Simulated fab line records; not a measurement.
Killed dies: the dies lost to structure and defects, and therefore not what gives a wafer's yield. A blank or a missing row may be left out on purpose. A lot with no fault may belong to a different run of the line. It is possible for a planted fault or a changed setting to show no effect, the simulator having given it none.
fab line records	flow nand-harc
record: lots: 13	wafers: 39	last-day: 26
route steps=1159 shown A_STAIRCASE@729 A_SGD_CUT@758 A_SLIT@787 END@1159
lots that met no fault: taken from a fault-free run of the same line
start-h: hours from the record's first day to the start of the lot's first wafer shown	wait-h: how many hours have passed since the lot's step before this one	" identical to the entry in the row above	L1.1+2: one row covering several wafers at once	- no value, or no start was given	* or withheld: withheld	< > ~ a bound
route shown NAME@n: NAME is a module with steps in the file, n the number in the route of the first one	usual: mean and standard deviation over wafers with no fault	same: alike in all rows	chamber/n: place in a boat	sites: readings site by site	_std_site: their standard deviation	_edge_site: mean of outer sites minus mean of inner sites	radius-mm: how far each site lies from the wafer's centre	mask NAME#n: copy n	behind: the tool/chamber that last shaped the wafer	hold: why the lot went on hold/how many hours it stayed there/how the hold came to an end	device: whichever transistor did not switch (one of n, p or np)	end of line: the tests these same wafers got at the end of their route	a step with no rows: only its recipe	killed: dies that structure and defects cost at the first sort, which is not the same as the wafer's yield	map: dies across one wafer; x = killed, . = not, _ = none there
set.NAME: the run value of the setting; set.NAME@STEP: its run value at that earlier step	model.NAME: the simulator's own value behind a step, which no gauge read
one table for each step of the route and one row for each wafer, over a sample of lots
services: a tool's chamber out of use, with start hour (start-h, from the record's first day; less than 0 if before it), hours out, and reason
== steps ==
step: NHARC_A_STAIRCASE_STRIP_446
recipe: power-w: 1500	temp-c: 250	chemistry: O2
usual: drypump-motor-current-A: 6.0/0.49	heater-power-w: 321/51
lot.wafer	tool	chamber	start-h	wait-h	drypump-motor-current-A	heater-power-w	rf-hours-counter-h
L838.3	plasma-asher-02	1	304.31	0.4	6.7	270	-
L838.4	"	0	"	"	5.5	307	-
L838.5	"	0	"	"	5.5	311	-
L840.1	plasma-asher-02	1	318.64	0.0	6.7	274	38
L840.2	"	0	"	"	5.6	307	38
L840.5	"	0	"	"	5.6	307	-
L842.2	plasma-asher-02	1	338.66	0.1	6.6	275	41
L842.6	"	0	"	"	5.6	309	-
L842.5	"	1	"	"	6.7	265	-
L848.2	plasma-asher-02	0	401.49	0.0	5.6	296	10
L848.4	"	1	"	"	6.7	271	-
L848.6	"	1	"	"	6.7	274	-
L852.1	plasma-asher-02	1	409.80	0.0	6.7	275	14
L852.3	"	1	"	"	6.7	270	-
L852.6	"	1	"	"	6.6	266	-
L853.2	plasma-asher-01	0	421.94	0.0	5.5	343	54
L853.4	"	0	"	"	5.5	354	-
L853.3	"	1	"	"	5.9	411	-
L851.2	plasma-asher-02	1	422.64	0.1	6.6	274	17
L851.3	"	0	"	"	5.6	292	-
L851.5	"	0	"	"	5.6	302	-
L856.2	plasma-asher-01	0	432.16	0.0	5.5	348	56
L856.4	"	0	"	"	5.5	347	-
L856.5	"	1	"	"	5.9	410	-
L850.1	plasma-asher-01	0	435.69	0.2	5.5	351	58
L850.2	"	1	"	"	5.9	407	58
L850.6	"	1	"	"	5.9	411	-
L858.2	plasma-asher-01	1	444.25	0.0	5.9	410	63
L858.1	"	0	"	"	5.5	350	63
L858.3	"	0	"	"	5.5	354	-
L859.1	plasma-asher-02	0	444.43	0.1	5.6	300	26
L859.4	"	0	"	"	5.6	296	-
L859.5	"	0	"	"	5.6	292	-
L861.2	plasma-asher-02	1	456.09	0.4	6.7	272	30
L861.3	"	0	"	"	5.6	298	-
L861.5	"	0	"	"	5.6	291	-
L860.2	plasma-asher-02	0	456.60	0.6	5.6	297	30
L860.1	"	1	"	"	6.6	271	30
L860.4	"	0	"	"	5.6	286	-
step: NHARC_A_SGD_CUT_CD_MEAS_09
recipe: target-cd-nm: 100	landing-energy-ev: 500
usual: cd-nm: 100.0/0.57
lot.wafer	tool	chamber	start-h	wait-h	cd-nm
L838.3	cd-sem-01	0	307.61	-	98.8
L838.4	"	0	"	"	98.9
L838.5	"	0	"	"	99.7
L840.1	cd-sem-01	0	321.94	-	100.3
L840.2	"	0	"	"	100.3
L840.5	"	0	"	"	99.7
L842.2	cd-sem-01	0	342.06	-	100.6
L842.5	"	0	"	"	99.6
L842.6	"	0	"	"	99.1
L848.2	cd-sem-01	0	404.93	-	100.8
L848.4	"	0	"	"	100.6
L848.6	"	0	"	"	101.2
L852.1	cd-sem-03	0	413.25	-	100.1
L852.3	"	0	"	"	100.0
L852.6	"	0	"	"	100.3
L853.2	cd-sem-01	0	425.53	-	100.0
L853.3	"	0	"	"	100.6
L853.4	"	0	"	"	99.8
L851.2	cd-sem-01	0	426.14	-	101.0
L851.3	"	0	"	"	100.5
L851.5	"	0	"	"	100.1
L856.2	cd-sem-01	0	435.88	-	100.2
L856.4	"	0	"	"	99.9
L856.5	"	0	"	"	100.0
L850.1	cd-sem-02	0	439.16	-	99.2
L850.2	"	0	"	"	99.7
L850.6	"	0	"	"	99.6
L858.1	cd-sem-03	0	447.88	-	99.9
L858.2	"	0	"	"	99.8
L858.3	"	0	"	"	99.9
L859.1	cd-sem-03	0	448.05	-	99.9
L859.4	"	0	"	"	99.9
L859.5	"	0	"	"	99.6
L861.2	cd-sem-03	0	459.48	-	99.2
L861.3	"	0	"	"	100.3
L861.5	"	0	"	"	98.5
L860.1	cd-sem-01	0	460.08	-	100.1
L860.2	"	0	"	"	100.4
L860.4	"	0	"	"	101.0
step: NHARC_A_SGD_CUT_OVL_MEAS_10
usual: overlay-x-nm: 0.0/0.86	overlay-y-nm: 0.1/0.78
lot.wafer	tool	chamber	start-h	wait-h	overlay-x-nm	overlay-y-nm
L838.3	overlay-02	-	307.69	-	0.4	0.5
L838.4	"	-	"	"	0.4	0.6
L838.5	"	-	"	"	0.1	0.3
L840.1	overlay-02	-	322.03	-	-0.2	-0.1
L840.2	"	-	"	"	0.6	0.0
L840.5	"	-	"	"	0.2	0.3
L842.2	overlay-01	-	342.15	-	0.4	-1.7
L842.5	"	-	"	"	0.4	-0.6
L842.6	"	-	"	"	0.0	-1.4
L848.2	overlay-01	-	405.03	-	2.1	0.5
L848.4	"	-	"	"	1.9	-0.2
L848.6	"	-	"	"	2.4	0.3
L852.1	overlay-01	-	413.34	-	-0.3	-1.3
L852.3	"	-	"	"	-0.1	-1.3
L852.6	"	-	"	"	0.6	-1.2
L853.2	overlay-02	-	425.61	-	1.4	-0.1
L853.3	"	-	"	"	0.3	0.0
L853.4	"	-	"	"	0.8	-0.2
L851.2	overlay-01	-	426.23	-	-0.1	-0.4
L851.3	"	-	"	"	-0.2	-0.7
L851.5	"	-	"	"	0.0	-0.7
L856.2	overlay-01	-	435.97	-	-0.9	0.0
L856.4	"	-	"	"	-0.7	-0.1
L856.5	"	-	"	"	-0.8	-0.6
L850.1	overlay-02	-	439.26	-	0.2	-0.8
L850.2	"	-	"	"	-0.3	-0.7
L850.6	"	-	"	"	0.1	0.0
L858.1	overlay-01	-	447.97	-	1.2	0.3
L858.2	"	-	"	"	0.9	0.1
L858.3	"	-	"	"	0.8	0.2
L859.1	overlay-01	-	448.14	-	0.8	-1.4
L859.4	"	-	"	"	0.7	-1.0
L859.5	"	-	"	"	-0.4	-1.2
L861.2	overlay-01	-	459.56	-	-1.4	0.7
L861.3	"	-	"	"	-1.1	0.8
L861.5	"	-	"	"	-1.0	0.5
L860.1	overlay-01	-	460.17	-	0.3	0.1
L860.2	"	-	"	"	0.4	0.2
L860.4	"	-	"	"	-0.1	0.0
step: NHARC_A_SLIT_EXPOSE_06
recipe: na: 1.35	dose-mj: 60.82	mask-id: SLIT
usual: exposure-dose-mJ-cm2: 60.79/0.06
lot.wafer	tool	chamber	start-h	wait-h	mask	exposure-dose-mJ-cm2
L838.3	arfi-scanner-02	0	319.60	-	SLIT#0	60.82
L838.4	"	0	"	"	SLIT#0	60.78
L838.5	"	0	"	"	SLIT#0	60.85
L840.1	arfi-scanner-01	0	330.22	-	SLIT#0	60.90
L840.2	"	0	"	"	SLIT#0	60.84
L840.5	"	0	"	"	SLIT#0	60.81
L842.2	arfi-scanner-03	0	351.28	-	SLIT#0	60.80
L842.5	"	0	"	"	SLIT#0	60.75
L842.6	"	0	"	"	SLIT#0	60.82
L848.2	arfi-scanner-01	0	423.20	-	SLIT#0	56.47
L848.4	"	0	"	"	SLIT#0	56.47
L848.6	"	0	"	"	SLIT#0	56.46
L852.1	arfi-scanner-03	0	425.43	-	SLIT#0	60.80
L852.3	"	0	"	"	SLIT#0	60.74
L852.6	"	0	"	"	SLIT#0	60.71
L853.2	arfi-scanner-03	0	437.24	-	SLIT#0	60.68
L853.3	"	0	"	"	SLIT#0	60.65
L853.4	"	0	"	"	SLIT#0	60.79
L851.2	arfi-scanner-02	0	437.52	-	SLIT#0	60.74
L851.3	"	0	"	"	SLIT#0	60.73
L851.5	"	0	"	"	SLIT#0	60.71
L856.2	arfi-scanner-03	0	446.87	-	SLIT#0	60.81
L856.4	"	0	"	"	SLIT#0	60.79
L856.5	"	0	"	"	SLIT#0	60.72
L850.1	arfi-scanner-01	0	450.70	-	SLIT#0	58.55
L850.2	"	0	"	"	SLIT#0	58.50
L850.6	"	0	"	"	SLIT#0	58.39
L858.1	arfi-scanner-03	0	458.51	-	SLIT#0	60.79
L858.2	"	0	"	"	SLIT#0	60.68
L858.3	"	0	"	"	SLIT#0	60.73
L859.1	arfi-scanner-02	0	460.38	-	SLIT#0	60.75
L859.4	"	0	"	"	SLIT#0	60.88
L859.5	"	0	"	"	SLIT#0	60.81
L861.2	arfi-scanner-03	0	469.23	-	SLIT#0	60.75
L861.3	"	0	"	"	SLIT#0	60.67
L861.5	"	0	"	"	SLIT#0	60.72
L860.1	arfi-scanner-02	0	469.38	-	SLIT#0	60.72
L860.2	"	0	"	"	SLIT#0	60.87
L860.4	"	0	"	"	SLIT#0	60.70
step: NHARC_A_SLIT_CD_MEAS_09
recipe: target-cd-nm: 300	landing-energy-ev: 500
usual: cd-nm: 300.0/0.75
lot.wafer	tool	chamber	start-h	wait-h	hold	cd-nm
L838.3	cd-sem-02	0	319.74	-	-	300.1
L838.4	"	0	"	"	-	300.1
L838.5	"	0	"	"	-	300.9
L840.1	cd-sem-03	0	330.36	-	-	298.5
L840.2	"	0	"	"	-	299.2
L840.5	"	0	"	"	-	299.2
L842.2	cd-sem-03	0	351.42	-	-	299.7
L842.5	"	0	"	"	-	299.2
L842.6	"	0	"	"	-	300.1
L848.2	cd-sem-03	0	423.34	-	await-dispo/0.2h/release	296.7
L848.4	"	0	"	"	await-dispo/0.2h/release	296.3
L848.6	"	0	"	"	await-dispo/0.2h/release	296.9
L848.2	cd-sem-03	0	-	-	-	297.2
L848.4	"	0	"	"	-	296.5
L848.6	"	0	"	"	-	296.9
L852.1	cd-sem-02	0	425.57	-	-	300.2
L852.3	"	0	"	"	-	300.2
L852.6	"	0	"	"	-	300.3
L853.2	cd-sem-01	0	437.38	-	-	299.1
L853.3	"	0	"	"	-	300.0
L853.4	"	0	"	"	-	300.3
L851.2	cd-sem-03	0	437.66	-	-	300.8
L851.3	"	0	"	"	-	301.2
L851.5	"	0	"	"	-	300.6
L856.2	cd-sem-02	0	447.00	-	-	300.3
L856.4	"	0	"	"	-	300.7
L856.5	"	0	"	"	-	300.0
L850.1	cd-sem-03	0	450.84	-	-	298.6
L850.2	"	0	"	"	-	298.0
L850.6	"	0	"	"	-	298.5
L858.1	cd-sem-01	0	458.65	-	-	300.8
L858.2	"	0	"	"	-	300.1
L858.3	"	0	"	"	-	301.0
L859.1	cd-sem-03	0	460.52	-	-	301.5
L859.4	"	0	"	"	-	301.0
L859.5	"	0	"	"	-	301.2
L861.2	cd-sem-03	0	469.37	-	-	298.9
L861.3	"	0	"	"	-	299.0
L861.5	"	0	"	"	-	299.0
L860.1	cd-sem-02	0	469.52	-	-	299.8
L860.2	"	0	"	"	-	300.4
L860.4	"	0	"	"	-	300.2
step: NHARC_END_SORT_01
recipe: temp-c: 25
usual: killed-at-array: 27/12	killed-at-other: 0.5/0.9	killed-at-periphery: 3.7/2.7	killed-dies: 31/12	killed-open: 3.3/2	killed-short: 2.0/1.4
same: gross-dies: 677
lot.wafer	tool	chamber	start-h	wait-h	killed-at-array	killed-at-other	killed-at-periphery	killed-dies	killed-open	killed-short
L852.1	prober-01	0	563.00	2.5	30	0	2	32	4	2
L852.3	prober-01	0	564.62	3.1	31	0	2	33	3	1
L852.6	prober-01	0	567.05	4.1	33	0	2	35	3	1
L856.2	prober-02	0	579.32	2.8	31	0	4	35	4	2
L856.4	prober-02	0	580.90	3.4	35	0	10	45	1	4
L856.5	prober-02	0	581.69	3.7	21	0	3	24	1	0
L850.2	prober-01	0	602.73	2.8	10	2	6	18	4	3
killed by level:class
L852.1 A_CHANNEL_HOLE_D1:chamber-film-flake=17 A_STAIRCASE:chamber-film-flake=3 A_CONTACT:chamber-film-flake=3 A_ONON_D1:geometric-particle:open=2 P_STI:geometric-particle:short=1 P_CONTACT:geometric-particle:open=1 A_ONON_D1:geometric-particle:short=1 A_CONTACT:geometric-particle:open=1
L852.3 A_CHANNEL_HOLE_D1:chamber-film-flake=21 A_CHANNEL_FILL_D1:chamber-film-flake=3 A_CONTACT:geometric-particle:open=2 A_STAIRCASE:chamber-film-flake=2 P_GATE:geometric-particle:short=1 P_M0:geometric-particle:open=1 A_WL_FILL:chamber-film-flake=1 A_CONTACT:chamber-film-flake=1
L852.6 A_CHANNEL_HOLE_D1:chamber-film-flake=22 A_CONTACT:chamber-film-flake=3 A_BLC:geometric-particle:open=2 A_CHANNEL_FILL_D1:geometric-particle:short=1 A_CONTACT:geometric-particle:open=1 P_STI:chamber-film-flake=1 P_GATE:chamber-film-flake=1 A_ZERO_WELL:chamber-film-flake=1
L856.2 A_SLIT:chamber-film-flake=12 A_CHANNEL_HOLE_D1:chamber-film-flake=8 A_CONTACT:chamber-film-flake=4 P_M1:chamber-film-flake=2 P_GATE:geometric-particle:open=1 P_GATE:geometric-particle:short=1 A_CHANNEL_FILL_D1:geometric-particle:short=1 A_WL_FILL:geometric-particle:open=1
L856.4 A_SLIT:chamber-film-flake=13 A_CONTACT:chamber-film-flake=10 P_M1:chamber-film-flake=7 A_CHANNEL_HOLE_D1:chamber-film-flake=6 P_GATE:geometric-particle:short=1 A_ONON_D1:geometric-particle:open=1 A_ONON_D1:geometric-particle:short=1 A_CHANNEL_FILL_D1:geometric-particle:short=1
L856.5 A_SLIT:chamber-film-flake=13 A_CONTACT:chamber-film-flake=4 P_M1:chamber-film-flake=3 A_STAIRCASE:chamber-film-flake=2 A_CONTACT:geometric-particle:open=1 A_CHANNEL_HOLE_D1:chamber-film-flake=1
L850.2 A_CHANNEL_HOLE_D1:chamber-film-flake=4 P_M0:geometric-particle:short=2 A_CONTACT:chamber-film-flake=2 THIN_TSV:chamber-film-flake=2 P_GATE:geometric-particle:open=1 P_CONTACT:geometric-particle:open=1 P_M2:geometric-particle:open=1 A_CONTACT:geometric-particle:short=1
== services ==
tool	chamber	start-h	hours	kind
plasma-asher-01	0	285.18	-	clean
plasma-asher-01	1	285.18	-	clean
arfi-scanner-03	-	292.04	0.7	repair
arfi-scanner-03	-	312.00	4.0	pm
plasma-asher-02	-	360.54	9.0	pm
plasma-asher-02	0	360.54	9.0	vent-cycle
plasma-asher-02	1	360.54	9.0	vent-cycle
arfi-scanner-01	-	368.00	4.0	pm
plasma-asher-02	0	369.54	-	clean
plasma-asher-02	1	369.54	-	clean
arfi-scanner-01	0	391.73	-	calibration
arfi-scanner-01	-	427.65	15.9	repair
arfi-scanner-02	-	428.00	4.0	pm
plasma-asher-02	-	434.89	1.0	repair
arfi-scanner-03	-	438.50	2.0	repair
arfi-scanner-03	0	441.72	-	calibration
plasma-asher-01	-	453.18	9.0	pm
plasma-asher-01	0	453.18	9.0	vent-cycle
plasma-asher-01	1	453.18	9.0	vent-cycle
arfi-scanner-01	-	454.85	1.1	repair
plasma-asher-01	0	462.18	-	clean
plasma-asher-01	1	462.18	-	clean
== key ==
first-sign: step: NHARC_A_SLIT_EXPOSE_06	reading: exposure-dose-mJ-cm2	direction: down	sigmas: 55	usual: 60.79	struck: 57.47
effect: step: NHARC_A_SLIT_CD_MEAS_09	reading: visit	direction: added	through: control-loop
met-at NHARC_A_SLIT_EXPOSE_06
struck-lots L848,L850
tester-left-out L848,L850
loop-trim: step: NHARC_A_SLIT_EXPOSE_06	setting: dose	lots: L850
not-acting-at NHARC_A_STAIRCASE_STRIP_446,NHARC_A_SGD_CUT_CD_MEAS_09,NHARC_A_SGD_CUT_OVL_MEAS_10
onset-between 330.22 423.20
fault: kind: process-parameter-drift	tool: arfi-scanner-01	chamber: -	onset-h: 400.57	steps: NHARC_A_SLIT_EXPOSE_06	channel: dose-mj	offset: -4.4104	shape: step	acts-in: these-recipes-only	stated: 60.82
tester-left-out: of these lots the tester's yield and bins aren't shown, on N5 and GAA mostly nor the transistor test; their killed dies are dies lost to structure and defects alone, not to doping, threshold or leakage, so they don't give the yield
loop-trim: a control loop set the setting to another value than it would have without faults
